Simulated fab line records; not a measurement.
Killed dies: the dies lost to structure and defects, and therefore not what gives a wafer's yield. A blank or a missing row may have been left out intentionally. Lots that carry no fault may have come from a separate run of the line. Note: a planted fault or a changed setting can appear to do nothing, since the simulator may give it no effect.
A struck lot beside a sound one :: flow nandHarc :: 15 out of 1159 route steps
Sound: the wafers L842.1, L842.2, L842.6. Wafers struck: L835.1, L835.2, L835.3. The cause is given at the end.
At each step with rows: each side's tool, then ch and its chambers, then its first start. Under that, the readings that differ: sound wafers :: struck wafers :: difference of the means :: sigmas: that difference in standard deviations of wafers without a fault.
alike: readings with means less than 2 such deviations apart, plus words and numbers identical on both sides. not compared: withheld readings, readings lacking a value on some wafer, bounds such as >300 that could conceal the same value, and numbers that have no deviation in the record and whose values overlap.
A row with sigmas, a row that says differs or no value, or rows on one side alone: a step with any of these is where the two part. Numbers that don't overlap but have no deviation are shown without sigmas and don't part them. A reading that every wafer of one side lacks parts them only if that side has two wafers or more.

first, 2 steps without rows for these wafers: NHARC_P_GATE_PEB_89 (peb time 85 s); NHARC_P_GATE_DEVELOP_90 (time 70 s).
NHARC_P_GATE_CD_MEAS_91: the cd target is 2000 nm.
  sound on cdSem-01 ch 0, day 9 04:40; struck on cdSem-02 ch 0, day 7 15:40
  alike: cdNm
then, 1 step without rows for these wafers: NHARC_P_GATE_HARDBAKE_92 (time 80 s).
NHARC_P_GATE_DESCUM_93: chemistry O2, time 3 s.
  sound on rieDiel-06 ch 0,1, day 9 04:50; struck on rieDiel-09 ch 0,1,3, day 7 15:49
reading: rfVppV (V)
sound: 55.0 56.2 56.8
struck: 58.4 58.2 57.4
difference: +2.0
sigmas: +2
  alike: drypumpMotorCurrentA, oesProductAu, showerheadPlenumPTorr, throttleValvePct
  not compared: rfHoursCounterH
then, 1 step without rows for these wafers: NHARC_P_GATE_IMPLANT_94.
NHARC_P_GATE_STRIP_113: strips in N2/H2, time 740 s.
  sound on plasmaAsher-02 ch 0,1, day 9 05:13; struck on plasmaAsher-01 ch 0,1, day 7 16:32
  alike: drypumpMotorCurrentA, heaterPowerW, tempC
  not compared: rfHoursCounterH
NHARC_P_GATE_STRIP_95: strips in O2.
  sound on plasmaAsher-02 ch 0,1, day 9 05:55; struck on plasmaAsher-01 ch 0,1, day 7 17:16
  alike: drypumpMotorCurrentA, heaterPowerW, tempC
  not compared: rfHoursCounterH
then, 1 step without rows for these wafers: NHARC_P_GATE_STRIP_96 (strips in SPM, time 900 s).
NHARC_P_GATE_RTA_64: time 1 s.
  sound on rtpAnneal-02 ch 0, day 9 06:29; struck on rtpAnneal-02 ch 0, day 7 17:49
  alike: lampPowerPct, wafer_temp_C_max
then, 1 step without rows for these wafers: NHARC_P_GATE_ETCH_77 (etches SiO2 in dHF, target depth 6 nm).
NHARC_P_GATE_DEGAS_109: time 60 s.
  sound on pvdSputter-01 at day 9 06:48; struck on pvdSputter-03 at day 7 18:08
  alike: heaterPowerW
NHARC_P_GATE_PRE_CLEAN_110: time 30 s.
  sound on pvdSputter-01 at day 9 06:51; struck on pvdSputter-03 at day 7 18:11
  no value came back on the struck wafers for biasV (V), timeS (s); on the sound wafers biasV (V) reads 202.3 201.9 199.8
then, 2 steps without rows for these wafers: NHARC_P_GATE_SPUTTER_78 (material Ni, target thk 10 nm); NHARC_END_SORT_01.

## WHERE THEY PART
First at NHARC_P_GATE_DESCUM_93; last, within this record, at NHARC_P_GATE_PRE_CLEAN_110.

WHY: the cause the simulator had injected
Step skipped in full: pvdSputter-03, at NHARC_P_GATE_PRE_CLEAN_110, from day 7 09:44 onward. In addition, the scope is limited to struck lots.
